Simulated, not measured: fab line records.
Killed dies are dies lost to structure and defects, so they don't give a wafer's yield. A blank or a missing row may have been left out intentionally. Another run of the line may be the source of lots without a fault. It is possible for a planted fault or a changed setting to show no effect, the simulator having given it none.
Split-lot study -- flow n5-finfet -- 21 wafers read from 7 lots, route of 1938 steps

## ABOUT THE SPLIT
At N5_MIM_BOT_LITHO_EXPOSE_05 (exposes mask MIM BOT), the setting dose-mj was moved away from the recipe's 24.25 on 10 of the 21 wafers read, by -7.4% to +6.8%. All remaining wafers had this setting at the recipe value.

## FROM THE SPLIT TO THE READING: what the file shows between them, 3 steps
- N5_MIM_BOT_LITHO_PEB_06
- N5_MIM_BOT_LITHO_DEVELOP_07: develop time 60 s
- N5_MIM_BOT_LITHO_HARDBAKE_09: time 120 s

## THE READING
cd-nm, in nm, at N5_MIM_BOT_LITHO_CD_MEAS_08 (target cd 3000 nm). Fault-free wafers of this fab line usually give 3000.4 nm, standard deviation 1.5 nm.

wafer,"tool, chamber at the split",dose-mj as run,against the recipe,"cd-nm, nm",against lot-mates on the recipe
L076.2,"krf-scanner-01, 0",23.21,-4.3%,2993.5,-6.6
L076.4,"krf-scanner-01, 0",24.25,recipe,3000.2,-
L076.6,"krf-scanner-01, 0",24.25,recipe,2999.9,-
L075.2,"krf-scanner-02, 0",22.45,-7.4%,2985.1,-15.1
L075.5,"krf-scanner-02, 0",24.25,recipe,3000.2,-
L075.6,"krf-scanner-02, 0",22.45,-7.4%,2987.1,-13.1
L084.3,"krf-scanner-02, 0",24.25,recipe,2999.1,-
L084.4,"krf-scanner-02, 0",24.25,recipe,2997.9,-
L084.5,"krf-scanner-02, 0",24.89,+2.6%,3002.4,+3.9
L088.3,"krf-scanner-01, 0",24.25,recipe,3001.1,-
L088.4,"krf-scanner-01, 0",24.83,+2.4%,3003.6,+2.5
L088.5,"krf-scanner-01, 0",24.83,+2.4%,3006.4,+5.3
L091.3,"krf-scanner-01, 0",24.25,recipe,3000.0,-
L091.5,"krf-scanner-01, 0",23.27,-4.0%,2993.1,-6.9
L091.6,"krf-scanner-01, 0",23.27,-4.0%,2994.3,-5.7
L093.2,"krf-scanner-01, 0",24.25,recipe,3001.2,-
L093.3,"krf-scanner-01, 0",25.9,+6.8%,3012.8,+11.6
L093.4,"krf-scanner-01, 0",25.9,+6.8%,3013.5,+12.3
L095.2,"krf-scanner-01, 0",24.25,recipe,3001.6,-
L095.3,"krf-scanner-01, 0",24.25,recipe,3001.0,-
L095.5,"krf-scanner-01, 0",24.25,recipe,3000.5,-

FIT RESULTS
A straight line over all 21 wafers: cd-nm changes by +1.82 nm for each +1% of dose-mj; r = +0.98; the points scatter about the line by 1.2 nm.
The same after taking each lot's own level away (the mean of its wafers on the recipe; 21 wafers): +1.76 nm for each +1%; r = +0.99; scatter 0.84 nm.
Per that fit: largest dose-mj move, reading shift of 13 nm.
The span of the lots' own levels, 2998.50 to 3001.20 nm, comes to 1.8 times the standard deviation stated above.
So the lot-to-lot level changes the slope little: the two slopes agree.
Check: for one of the wafers moved furthest among these (-7.4%), held out of the fit, the line's prediction against its lot-mates is -12.5 nm. Against them it came out at -15.1 nm.

## FURTHER SPLITS ON THESE WAFERS
Before the reading, these wafers also passed through other splits. Each is held against what the fit with the lots' levels taken away leaves over:
other split on the same wafers,wafers away from the commonest value,r with cd-nm (lot level and that fit taken away)
N5_BEOL_M13_TRENCH_ETCH_34 time-s,5,+0.20
N5_BEOL_M15_EXPOSE_25 dose-mj,6,-0.32
N5_BEOL_M15_PEB_26 peb-time-s,8,+0.31
N5_MIM_TOP_ETCH_PECVD_03 time-s,7,-0.10

## FILE'S OWN FIT
cd-nm changes by +1.74 nm for each +1% of dose-mj, r = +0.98.
